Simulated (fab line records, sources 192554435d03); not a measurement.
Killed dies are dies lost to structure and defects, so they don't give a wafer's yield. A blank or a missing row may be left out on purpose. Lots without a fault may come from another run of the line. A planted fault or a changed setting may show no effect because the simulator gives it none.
fab line records | flow n5_finfet
record lots=7 wafers=19 last_day=20
route steps=1938 shown BEOL_M0_SAQP@641 BEOL_M4@1111 PASSIVATION@1936
lots that met no fault: from a run of the same line without faults
start_h: hours from the record's first day to the start of the lot's first wafer shown | wait_h: hours since the lot's step before | " the same as in the row above | L1.1+2: a row that stands for several wafers | - no value, or no start given | * or withheld: withheld | < > ~ a bound
route shown NAME@n: a module of which the file shows steps, and the number in the route of the first | usual: mean/standard deviation of fault-free wafers | same: alike in all rows | chamber/n: place in a boat | sites: the reading at each site | _std_site: their standard deviation | _edge_site: outer sites' mean less inner sites' | radius_mm: how far each site lies from the wafer's centre | mask NAME#n: copy n | behind: the tool/chamber that last shaped the wafer | hold: why the lot was held/for how many hours/how that ended | device: the transistor (n, p or np) that didn't switch | end of line: the same wafers' tests at the end of the route | a step without rows: its recipe alone | killed: dies lost to structure and defects at the first sort, not the wafer's yield | map: a wafer's dies, x killed, . not, _ none there
set.NAME: the setting as run; set.NAME@STEP: as run at that earlier step | model.NAME: the simulator's own value behind a step, which no gauge read
lots at some steps of the route; a table a step, a row a wafer
services: from which hour (start_h, from the record's first day; less than 0 if before it) a tool's chamber was out of use, for how many hours, and why
## steps
# step N5_BEOL_M0_SAQP_COAT_81
# recipe resist=SOC temp_c=250 time_s=60 spin_rpm=1500 resist_thk_nm=100
# step N5_BEOL_M0_SAQP_COAT_82
# recipe resist=SiARC temp_c=220 time_s=60 spin_rpm=1500 resist_thk_nm=30
# step N5_BEOL_M0_SAQP_COAT_08
# recipe resist=CAR-ArF spin_rpm=1500 resist_thk_nm=90
# step N5_BEOL_M0_SAQP_EBR_10
# recipe solvent=PGMEA ebr_width_mm=1.5
# step N5_BEOL_M0_SAQP_SOFTBAKE_09
# recipe temp_c=110 time_s=60 resist=CAR-ArF
# step N5_BEOL_M0_SAQP_EXPOSE_11
# recipe mask_id=M0_CORE na=1.35 source_shape=dipole sigma_inner=0.538 sigma_outer=0.738 polarization=te target_cd_nm=42 dose_mj=55
# step N5_BEOL_M0_SAQP_PEB_12
# recipe peb_temp_c=withheld peb_time_s=60 resist=CAR-ArF
# step N5_BEOL_M0_SAQP_DEVELOP_13
# recipe develop_time_s=30 developer=TMAH resist=CAR-ArF dev_temp_c=23 rinse_liquid=diw dry=air_spin
# step N5_BEOL_M0_SAQP_CD_MEAS_14
# recipe target_cd_nm=42.5 landing_energy_ev=500 detector=se_inlens
# usual cd_nm=42.6/0.37
# columns lot.wafer tool chamber start_h wait_h cd_nm
L789.1 cd_sem-01 0 113.02 - 43.0
L789.2 " 0 " " 42.6
L789.5 " 0 " " 43.2
L797.2 cd_sem-01 0 163.90 - 42.0
L797.3 " 0 " " 42.3
L797.6 " 0 " " 42.2
L802.1 cd_sem-01 0 199.79 - 42.9
L802.6 " 0 " " 42.7
L805.1 cd_sem-03 0 212.68 - 42.5
L805.5 " 0 " " 42.3
L805.6 " 0 " " 42.7
L807.5 cd_sem-03 0 224.05 - 42.8
L807.6 " 0 " " 42.6
L809.2 cd_sem-02 0 234.43 - 42.2
L809.3 " 0 " " 42.1
L809.5 " 0 " " 41.9
L810.1 cd_sem-02 0 238.12 - 42.1
L810.2 " 0 " " 42.4
L810.6 " 0 " " 42.5
# step N5_BEOL_M0_SAQP_OVL_MEAS_15
# recipe points_per_wafer=44
# usual M0_CORE_OVL=-0.4/0.73
# same points_per_wafer=44
# columns lot.wafer tool chamber start_h wait_h M0_CORE_OVL[nm]
L789.1 overlay-01 0 113.06 0.0 -0.5
L789.2 " 0 " " -2.0
L789.5 " 0 " " -1.5
L797.2 overlay-01 0 163.93 0.0 0.9
L797.3 " 0 " " -0.7
L797.6 " 0 " " 0.2
L802.1 overlay-01 0 199.82 0.0 -0.1
L802.6 " 0 " " 0.5
L805.1 overlay-01 0 212.71 0.0 -0.5
L805.5 " 0 " " -1.1
L805.6 " 0 " " -0.4
L807.5 overlay-01 0 224.07 0.0 -0.9
L807.6 " 0 " " -1.4
L809.2 overlay-01 0 234.46 0.0 -0.1
L809.3 " 0 " " -1.1
L809.5 " 0 " " 0.0
L810.1 overlay-01 0 238.15 0.0 -0.4
L810.2 " 0 " " -0.7
L810.6 " 0 " " 0.6
# step N5_BEOL_M0_SAQP_INSPECT_16
# recipe mode=adi inspect_instrument=brightfield
# usual raw_defect_count=498/120
# columns lot.wafer tool chamber start_h wait_h raw_defect_count
L789.1 defect_inspect-01 - 113.09 0.0 336
L789.2 " - " " 388
L789.5 " - " " 349
L797.2 defect_inspect-02 - 163.95 0.0 496
L797.3 " - " " 578
L797.6 " - " " 492
L802.1 defect_inspect-02 - 199.85 0.0 421
L802.6 " - " " 552
L805.1 defect_inspect-02 - 212.73 0.0 358
L805.5 " - " " 386
L805.6 " - " " 735
L807.5 defect_inspect-01 - 224.10 0.0 379
L807.6 " - " " 463
L809.2 defect_inspect-01 - 234.49 0.0 410
L809.3 " - " " 480
L809.5 " - " " 471
L810.1 defect_inspect-02 - 238.18 0.0 595
L810.2 " - " " 497
L810.6 " - " " 407
# step N5_BEOL_M0_SAQP_DESCUM_19
# recipe chemistry=O2 time_s=7.9 source_power_w=50 bias_power_w=20 pressure_mtorr=20 rf_frequency_hz=2.712e+07 temp_c=40 resist=CAR-ArF o2_flow_sccm=225
# usual drypump_motor_current_A=5.8/0.38 o2_flow_sccm=225.1/0.7 oes_product_au=0.80/0.094 rf_vpp_V=243.0/1.5 showerhead_plenum_p_Torr=2.08/0.079 throttle_valve_pct=20.32/0.26
# columns lot.wafer tool chamber start_h wait_h drypump_motor_current_A o2_flow_sccm oes_product_au rf_hours_counter_h rf_vpp_V showerhead_plenum_p_Torr throttle_valve_pct
L789.1 rie_diel-06 2 113.12 0.0 5.2 225.2 0.67 227 244.4 2.16 20.46
L789.2 " 3 " " 6.3 225.4 0.81 99 241.0 1.95 20.18
L789.5 " 3 " " 6.3 225.5 0.82 - 239.9 1.95 20.17
L797.2 rie_diel-04 2 163.98 0.0 5.9 226.3 0.93 15 242.7 2.07 20.44
L797.3 " 1 " " 6.4 224.6 0.70 247 245.3 2.17 21.07
L797.6 " 2 " " 5.9 226.0 0.92 - 243.3 2.07 20.44
L802.1 rie_diel-06 0 200.01 0.2 5.9 225.1 0.91 18 242.6 2.05 19.79
L802.6 " 2 " " 5.2 225.1 0.65 - 245.0 2.15 20.50
L805.1 rie_diel-06 3 212.76 0.0 6.4 225.2 0.78 130 240.9 1.94 20.21
L805.5 " 1 " " 5.8 224.9 0.68 - 244.0 2.14 20.29
L805.6 " 3 " " 6.4 225.3 0.79 - 239.4 1.94 20.22
L807.5 rie_diel-06 0 224.15 0.0 5.9 225.2 0.89 - 241.6 2.05 19.81
L807.6 " 1 " " 5.7 226.3 0.68 - 242.9 2.14 20.29
L809.2 rie_diel-04 1 234.52 0.0 6.3 224.2 0.96 7 242.6 2.16 20.66
L809.3 " 0 " " 5.7 224.2 0.73 169 242.1 2.09 20.42
L809.5 " 2 " " 5.9 224.8 0.87 - 241.5 2.06 20.48
L810.1 rie_diel-01 0 238.57 0.4 6.1 224.7 0.78 118 240.5 1.94 20.66
L810.2 " 3 " " 6.3 224.9 0.76 172 243.4 2.18 20.69
L810.6 " 2 " " 6.1 224.6 0.92 - 243.7 2.12 19.83
# step N5_BEOL_M0_SAQP_ETCH_83
# recipe chemistry=CF4 target=SiARC target_depth_a=390 mask_material=CAR-ArF time_s=65 ion_energy_ev=80 pressure_mtorr=40 source_w=545 bias_w=36 Ar_flow_sccm=100 cf4_flow_sccm=100 ends=cleared
# usual drypump_motor_current_A=5.8/0.38 etch_rf_on_time_s=64.9/1.4 oes_product_au=0.68/0.084 rf_vpp_V=184.1/1.3 showerhead_plenum_p_Torr=2.13/0.074 throttle_valve_pct=15.49/0.21
# columns lot.wafer tool chamber start_h wait_h drypump_motor_current_A etch_rf_on_time_s oes_product_au rf_hours_counter_h rf_vpp_V showerhead_plenum_p_Torr throttle_valve_pct
L789.1 rie_diel-06 2 113.16 0.0 5.2 65.0 0.57 227 185.8 2.20 15.64
L789.2 " 3 " " 6.3 66.4 0.68 99 182.7 2.01 15.39
L789.5 " 3 " " 6.3 65.8 0.68 - 181.8 2.01 15.39
L797.2 rie_diel-04 2 164.02 0.0 5.9 64.6 0.80 15 183.1 2.10 15.49
L797.3 " 1 " " 6.3 66.2 0.60 247 186.1 2.19 16.09
L797.6 " 2 " " 5.9 64.4 0.80 - 185.0 2.10 15.47
L802.1 rie_diel-06 0 200.04 0.0 5.9 123.2 0.64 18 181.8 2.11 15.03
L802.6 " 2 " " 5.2 124.1 0.46 - 184.6 2.20 15.68
L805.1 rie_diel-06 3 212.80 0.0 6.3 123.8 0.54 130 183.0 2.00 15.46
L805.5 " 1 " " 5.7 65.4 0.57 - 184.7 2.20 15.61
L805.6 " 3 " " 6.3 123.9 0.54 - 182.7 2.00 15.48
L807.5 rie_diel-06 0 224.19 0.0 5.9 65.0 0.75 - 183.0 2.10 15.05
L807.6 " 1 " " 5.7 122.8 0.47 - 184.2 2.19 15.59
L809.2 rie_diel-04 1 234.55 0.0 6.3 62.9 0.82 7 184.9 2.18 15.60
L809.3 " 0 " " 5.7 65.8 0.61 169 182.7 2.13 15.57
L809.5 " 2 " " 5.9 65.2 0.75 - 184.2 2.09 15.53
L810.1 rie_diel-01 0 238.61 0.0 6.1 62.7 0.68 118 181.1 1.98 15.76
L810.2 " 3 " " 6.3 64.3 0.66 172 184.7 2.22 15.76
L810.6 " 2 " " 6.1 61.4 0.80 - 185.3 2.19 15.19
# step N5_BEOL_M0_SAQP_ETCH_84
# recipe chemistry=N2/H2 target=SOC target_depth_a=1000 overetch_a=200 mask_material=SiARC temp_c=40 time_s=150 ion_energy_ev=200 pressure_mtorr=30 source_w=840 bias_w=150 n2_flow_sccm=200 h2_flow_sccm=200
# usual drypump_motor_current_A=5.8/0.38 oes_product_au=0.72/0.083 rf_vpp_V=523.3/2.8 showerhead_plenum_p_Torr=2.52/0.1 throttle_valve_pct=17.67/0.26
# columns lot.wafer tool chamber start_h wait_h drypump_motor_current_A oes_product_au rf_hours_counter_h rf_vpp_V showerhead_plenum_p_Torr throttle_valve_pct
L789.1 rie_diel-06 2 113.21 0.0 5.2 0.61 227 525.3 2.62 17.80
L789.2 " 3 " " 6.3 0.72 99 519.9 2.35 17.41
L789.5 " 3 " " 6.3 0.72 - 517.8 2.35 17.42
L797.2 rie_diel-04 2 164.07 0.0 5.9 0.83 15 523.1 2.49 17.64
L797.3 " 1 " " 6.3 0.64 247 525.3 2.60 18.35
L797.6 " 2 " " 5.9 0.84 - 521.3 2.49 17.61
L802.1 rie_diel-06 0 200.09 0.0 5.9 0.80 18 522.1 2.49 17.20
L802.6 " 2 " " 5.3 0.60 - 525.9 2.61 17.85
L805.1 rie_diel-06 3 212.85 0.0 6.3 0.70 130 519.0 2.33 17.47
L805.5 " 1 " " 5.7 0.61 - 525.0 2.61 17.72
L805.6 " 3 " " 6.3 0.69 - 518.7 2.33 17.48
L807.5 rie_diel-06 0 224.26 0.0 5.9 0.80 - 521.7 2.49 17.21
L807.6 " 1 " " 5.7 0.61 - 526.4 2.60 17.72
L809.2 rie_diel-04 1 234.60 0.0 6.3 0.85 7 526.9 2.59 17.90
L809.3 " 0 " " 5.7 0.65 169 523.6 2.53 17.72
L809.5 " 2 " " 5.9 0.79 - 520.6 2.48 17.69
L810.1 rie_diel-01 0 238.66 0.0 6.1 0.70 118 519.6 2.36 18.10
L810.2 " 3 " " 6.4 0.69 172 524.9 2.65 18.19
L810.6 " 2 " " 6.1 0.81 - 526.4 2.61 17.58
# step N5_BEOL_M4_RC_MEAS_101
# usual DIBL_N=37.0/1.6 DIBL_P=37.0/2.1 IOFF_N=0.17/0.032 IOFF_P=0.22/0.043 ION_N=679/13 ION_P=465/9.5 SS_N=71.7/0.59 SS_P=73.6/0.64 VT_N=249/3.2 VT_P=-249/4.1
# columns lot.wafer tool chamber start_h wait_h DIBL_N[mV/V] DIBL_P[mV/V] IOFF_N[nA/um] IOFF_P[nA/um] ION_N[uA/um] ION_P[uA/um] SS_N[mV/dec] SS_P[mV/dec] VT_N[mV] VT_P[mV]
L789.1 prober-01 0 229.59 0.0 38.7 40.1 0.21 0.27 687 466 72.3 74.4 246 -250
L789.2 " 0 " " 36.7 37.1 0.17 0.22 680 462 71.7 73.4 248 -248
L789.5 " 0 " " 37.5 37.5 0.18 0.23 694 471 71.5 73.1 247 -250
L797.2 prober-01 0 304.55 0.2 37.5 37.8 0.17 0.21 683 463 71.9 74.1 250 -252
L797.3 " 0 " " 38.3 38.0 0.18 0.21 674 453 71.8 73.1 249 -252
L797.6 " 0 " " 38.3 37.6 0.17 0.21 679 462 72.2 74.9 248 -252
L802.1 prober-02 0 320.14 0.0 33.8 32.9 0.13 0.19 673 468 70.7 73.3 252 -248
L802.6 " 0 " " 34.1 33.1 0.12 0.20 671 467 71.8 72.4 251 -250
L805.1 prober-01 0 342.33 0.1 35.2 37.7 0.17 0.25 672 468 72.0 73.5 249 -245
L805.5 " 0 " " 38.7 41.7 0.24 0.31 704 474 73.0 74.5 244 -244
L805.6 " 0 " " 33.5 36.7 0.14 0.23 671 469 70.9 73.7 255 -247
L807.5 prober-02 0 343.90 0.6 37.1 37.8 0.19 0.24 675 460 71.9 74.1 248 -249
L807.6 " 0 " " 36.2 36.4 0.16 0.22 669 459 72.0 72.9 250 -249
L809.2 prober-01 0 351.31 0.2 36.1 37.6 0.15 0.16 676 446 71.7 73.0 250 -258
L809.3 " 0 " " 33.4 35.9 0.12 0.15 670 454 70.5 73.1 252 -256
L809.5 " 0 " " 36.6 39.6 0.16 0.20 687 458 71.5 73.8 251 -255
L810.1 prober-02 0 374.74 0.0 37.8 37.2 0.20 0.27 697 484 71.3 73.4 244 -242
L810.2 " 0 " " 37.1 36.2 0.21 0.27 704 490 71.5 73.3 241 -244
L810.6 " 0 " " 35.9 35.0 0.17 0.24 691 480 71.5 73.6 247 -243
# step N5_PASSIVATION_PROBE_49
# usual defect_limited_yield=91.2/1.6 killed_at_M0_to_M3=33/11 killed_at_M4_up=14/5 killed_at_contacts=12/5.8 killed_at_front_end=41/12 killed_at_other=3.5/2.9 killed_dies=104/19 killed_open=68/14 killed_short=34/8.8 sort_bin_5_function=5.2/1.1 sort_bin_6_memory=3.2/0.71 sort_n_pass=1076/19 sort_yield_pct=91.2/1.6
# same gross_dies=1180 killed_at_back_side=0 sort_bin_4_leakage[%]=0 sort_bin_8_speed[%]=0
# columns lot.wafer tool chamber start_h wait_h defect_limited_yield[%] killed_at_M0_to_M3 killed_at_M4_up killed_at_contacts killed_at_front_end killed_at_other killed_dies killed_open killed_short sort_bin_5_function[%] sort_bin_6_memory[%] sort_n_pass sort_yield_pct[%]
L789.1 prober-01 - 342.03 0.0 92.9 32 14 6 26 6 84 58 26 3.8 3.1 1096 92.9
L789.2 prober-01 - 342.08 0.1 94.0 21 13 12 20 5 71 42 29 3.1 2.7 1109 94.0
L789.5 prober-01 - 342.23 0.2 93.6 35 9 8 21 2 75 57 18 4.1 2.3 1105 93.6
L797.2 prober-01 - 411.12 0.1 91.4 30 12 11 48 0 101 70 30 5.0 3.1 1079 91.4
L797.3 prober-01 - 411.17 0.1 90.7 40 15 19 33 3 110 68 35 5.9 2.6 1070 90.7
L797.6 prober-01 - 411.32 0.3 88.8 50 8 19 54 1 132 101 29 6.5 4.4 1048 88.8
L802.1 prober-02 - 424.96 0.0 91.0 39 12 3 44 8 106 72 34 5.4 3.2 1074 91.0
L802.6 prober-02 - 425.21 0.3 90.0 58 14 11 32 3 118 75 43 5.1 4.7 1062 90.0
L805.1 prober-01 - 449.61 0.0 91.2 34 15 15 30 10 104 68 36 5.3 3.1 1076 91.2
L805.5 prober-01 - 449.81 0.2 92.6 31 10 10 35 1 87 58 27 4.6 2.5 1093 92.6
L805.6 prober-01 - 449.86 0.3 92.7 20 17 19 28 2 86 60 26 3.9 2.8 1094 92.7
L807.5 prober-02 - 453.00 0.2 90.3 24 9 17 61 3 114 76 38 5.8 3.5 1066 90.3
L807.6 prober-02 - 453.05 0.3 91.4 28 15 10 43 5 101 63 38 5.6 3.0 1079 91.4
L809.2 prober-02 - 457.80 0.1 92.4 20 26 11 28 5 90 56 31 3.9 3.4 1090 92.4
L809.3 prober-02 - 457.85 0.1 92.3 21 18 17 30 5 91 59 30 4.9 2.5 1089 92.3
L809.5 prober-02 - 457.95 0.2 90.2 33 17 22 39 5 116 75 38 5.4 4.0 1064 90.2
L810.1 prober-01 - 484.63 0.0 92.8 30 10 1 44 0 85 50 35 4.8 1.9 1095 92.8
L810.2 prober-01 - 484.68 0.1 91.2 47 19 4 34 0 104 72 28 5.0 3.4 1076 91.2
L810.6 prober-01 - 484.88 0.3 91.9 35 13 9 38 0 95 64 26 4.0 3.5 1085 91.9
# killed by level:class
L789.1 BEOL_M0_SAQP:geometric_particle:open=9 BEOL_M1:geometric_particle:open=7 FIN_SAQP:geometric_particle:short=6 BEOL_M4:geometric_particle:open=6 FIN_SAQP:geometric_particle:open=5 MOL_CONTACT_COAG:geometric_particle:open=5 PAD_METAL:geometric_particle:open=5 BEOL_M2:geometric_particle:open=4
L789.2 MOL_CONTACT_COAG:geometric_particle:open=10 BEOL_M0_SAQP:geometric_particle:short=8 GATE_CUT:geometric_particle:short=5 BEOL_M4:geometric_particle:open=5 BEOL_M1:geometric_particle:short=4 BEOL_M2:geometric_particle:open=4 STI_FIN_REVEAL:geometric_particle:open=3 FIN_SAQP:geometric_particle:short=2
L789.5 BEOL_M0_SAQP:geometric_particle:open=9 BEOL_M2:geometric_particle:open=8 FIN_SAQP:geometric_particle:open=6 BEOL_M3:geometric_particle:open=6 MOL_CONTACT_COAG:geometric_particle:open=5 BEOL_M0_SAQP:geometric_particle:short=5 BEOL_M4:geometric_particle:open=4 GATE_CUT:geometric_particle:open=4
L797.2 BEOL_M2:geometric_particle:open=15 STI_FIN_REVEAL:geometric_particle:open=13 MOL_CONTACT_COAG:geometric_particle:open=10 DUMMY_GATE:geometric_particle:open=7 BEOL_M2:geometric_particle:short=6 STI_FIN_REVEAL:geometric_particle:short=5 BEOL_M4:geometric_particle:open=5 FIN_SAQP:geometric_particle:short=4
L797.3 MOL_CONTACT_COAG:geometric_particle:open=17 BEOL_M2:geometric_particle:open=8 BEOL_M3:geometric_particle:open=7 HKMG_FIN:area_etch=7 BEOL_M1:geometric_particle:open=6 DUMMY_GATE:geometric_particle:open=5 BEOL_M0_SAQP:geometric_particle:open=5 BEOL_M4:geometric_particle:short=5
L797.6 BEOL_M2:geometric_particle:open=24 STI_FIN_REVEAL:geometric_particle:open=20 MOL_CONTACT_COAG:geometric_particle:open=18 BEOL_M0_SAQP:geometric_particle:open=12 FIN_SAQP:geometric_particle:short=11 BEOL_M0_SAQP:geometric_particle:short=5 FIN_SAQP:geometric_particle:open=4 GATE_CUT:geometric_particle:open=4
L802.1 FIN_SAQP:geometric_particle:open=14 BEOL_M2:geometric_particle:open=9 BEOL_M0_SAQP:geometric_particle:open=8 FIN_SAQP:geometric_particle:short=6 DUMMY_GATE:geometric_particle:open=6 BEOL_M4:geometric_particle:open=6 BEOL_M0_SAQP:geometric_particle:short=5 BEOL_M2:geometric_particle:short=5
L802.6 BEOL_M0_SAQP:geometric_particle:short=17 BEOL_M0_SAQP:geometric_particle:open=15 BEOL_M2:geometric_particle:open=11 MOL_CONTACT_COAG:geometric_particle:open=9 FIN_SAQP:geometric_particle:open=8 BEOL_M2:geometric_particle:short=7 BEOL_M1:geometric_particle:open=5 BEOL_M4:geometric_particle:open=5
L805.1 MOL_CONTACT_COAG:geometric_particle:open=12 BEOL_M0_SAQP:geometric_particle:short=8 BEOL_M2:geometric_particle:open=7 FIN_SAQP:geometric_particle:open=6 BEOL_M0_SAQP:geometric_particle:open=6 GATE_CUT:geometric_particle:open=5 BEOL_M3:geometric_particle:open=5 BEOL_M4:geometric_particle:open=5
L805.5 BEOL_M3:geometric_particle:open=9 BEOL_M0_SAQP:geometric_particle:open=8 FIN_SAQP:geometric_particle:open=7 MOL_CONTACT_COAG:geometric_particle:open=7 GATE_CUT:geometric_particle:open=5 BEOL_M2:geometric_particle:open=5 BEOL_M4:geometric_particle:open=5 GATE_CUT:geometric_particle:short=4
L805.6 MOL_CONTACT_COAG:geometric_particle:open=14 FIN_SAQP:geometric_particle:open=12 BEOL_M0_SAQP:geometric_particle:open=8 MOL_CONTACT_COAG:geometric_particle:short=5 BEOL_M3:geometric_particle:open=5 BEOL_M5:geometric_particle:short=5 FIN_SAQP:geometric_particle:short=3 BEOL_M4:geometric_particle:open=3
L807.5 STI_FIN_REVEAL:geometric_particle:open=19 MOL_CONTACT_COAG:geometric_particle:open=14 FIN_SAQP:geometric_particle:short=10 GATE_CUT:geometric_particle:short=8 BEOL_M3:geometric_particle:open=6 FIN_SAQP:geometric_particle:open=5 DUMMY_GATE:geometric_particle:open=5 GATE_CUT:geometric_particle:open=5
L807.6 BEOL_M3:geometric_particle:short=10 STI_FIN_REVEAL:geometric_particle:open=9 MOL_CONTACT_COAG:geometric_particle:open=8 BEOL_M4:geometric_particle:open=7 FIN_SAQP:geometric_particle:open=6 FIN_SAQP:geometric_particle:short=6 BEOL_M3:geometric_particle:open=4 GATE_CUT:geometric_particle:short=4
L809.2 MOL_CONTACT_COAG:geometric_particle:open=11 BEOL_M4:geometric_particle:open=11 BEOL_M0_SAQP:geometric_particle:short=7 FIN_SAQP:geometric_particle:short=6 BEOL_M0_SAQP:geometric_particle:open=6 FIN_SAQP:geometric_particle:open=4 GATE_CUT:geometric_particle:short=4 STI_FIN_REVEAL:geometric_particle:open=3
L809.3 MOL_CONTACT_COAG:geometric_particle:open=15 FIN_SAQP:geometric_particle:short=7 BEOL_M3:geometric_particle:open=7 FIN_SAQP:geometric_particle:open=6 GATE_CUT:geometric_particle:short=6 BEOL_M0_SAQP:geometric_particle:short=6 BEOL_M4:geometric_particle:open=6 BEOL_M6:geometric_particle:open=4
L809.5 MOL_CONTACT_COAG:geometric_particle:open=18 FIN_SAQP:geometric_particle:open=10 BEOL_M0_SAQP:geometric_particle:short=10 BEOL_M4:geometric_particle:open=9 BEOL_M2:geometric_particle:open=7 GATE_CUT:geometric_particle:short=7 STI_FIN_REVEAL:geometric_particle:open=5 BEOL_M1:geometric_particle:open=5
L810.1 STI_FIN_REVEAL:geometric_particle:open=8 FIN_SAQP:geometric_particle:open=7 FIN_SAQP:geometric_particle:short=7 BEOL_M0_SAQP:geometric_particle:short=5 BEOL_M2:geometric_particle:open=5 BEOL_M1:geometric_particle:open=4 SPACER0:geometric_particle:open=4 BEOL_M0_SAQP:geometric_particle:open=4
L810.2 BEOL_M0_SAQP:geometric_particle:open=10 BEOL_M1:geometric_particle:open=10 BEOL_M2:geometric_particle:open=8 BEOL_M5:geometric_particle:open=7 BEOL_M0_SAQP:geometric_particle:short=6 FIN_SAQP:geometric_particle:short=5 STI_FIN_REVEAL:geometric_particle:open=5 DUMMY_GATE:geometric_particle:open=5
L810.6 BEOL_M2:geometric_particle:open=14 MOL_CONTACT_COAG:geometric_particle:open=8 STI_FIN_REVEAL:geometric_particle:open=6 SPACER0:geometric_particle:open=5 BEOL_M0_SAQP:geometric_particle:short=5 BEOL_M1:geometric_particle:open=5 BEOL_M4:geometric_particle:open=5 FIN_SAQP:geometric_particle:short=4
## services
# columns tool chamber start_h hours kind
rie_diel-06 1 98.68 2.0 repair
rie_diel-06 0 116.04 - clean
rie_diel-06 0 116.04 - consumable_replace:focus_ring
rie_diel-06 0 116.04 20.9 scheduled_down
rie_diel-06 0 116.04 20.9 vent_cycle
rie_diel-04 - 151.51 2.8 pm
rie_diel-01 0 166.24 2.4 repair
rie_diel-01 2 172.64 - clean
rie_diel-01 2 172.64 - consumable_replace:focus_ring
rie_diel-01 2 172.64 18.8 scheduled_down
rie_diel-01 2 172.64 18.8 vent_cycle
rie_diel-04 1 188.60 8.5 repair
rie_diel-06 1 193.88 1.5 repair
rie_diel-04 1 197.58 - clean
rie_diel-04 1 197.58 - consumable_replace:focus_ring
rie_diel-04 1 197.58 13.5 scheduled_down
rie_diel-04 1 197.58 13.5 vent_cycle
rie_diel-06 2 206.48 - clean
rie_diel-06 2 206.48 - consumable_replace:focus_ring
rie_diel-06 2 206.48 29.8 scheduled_down
rie_diel-06 2 206.48 29.8 vent_cycle
rie_diel-06 3 227.99 10.4 repair
## key
first_sign step=N5_BEOL_M0_SAQP_ETCH_83 reading=etch_rf_on_time_s direction=up sigmas=43 usual=* struck=*
effect step=N5_BEOL_M0_SAQP_ETCH_83 reading=oes_product_au direction=down sigmas=1.8 usual=0.68 struck=0.53
met_at N5_BEOL_M0_SAQP_ETCH_83
struck_wafers L802.1,L802.6,L805.1,L805.6,L807.6
onset_between 113.16 200.04
fault kind=process_parameter_drift tool=rie_diel-06 chamber=- onset_h=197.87 steps=N5_BEOL_M0_SAQP_ETCH_83 channel=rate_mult offset=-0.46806 shape=step end_h=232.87 scope=struck_wafers_only
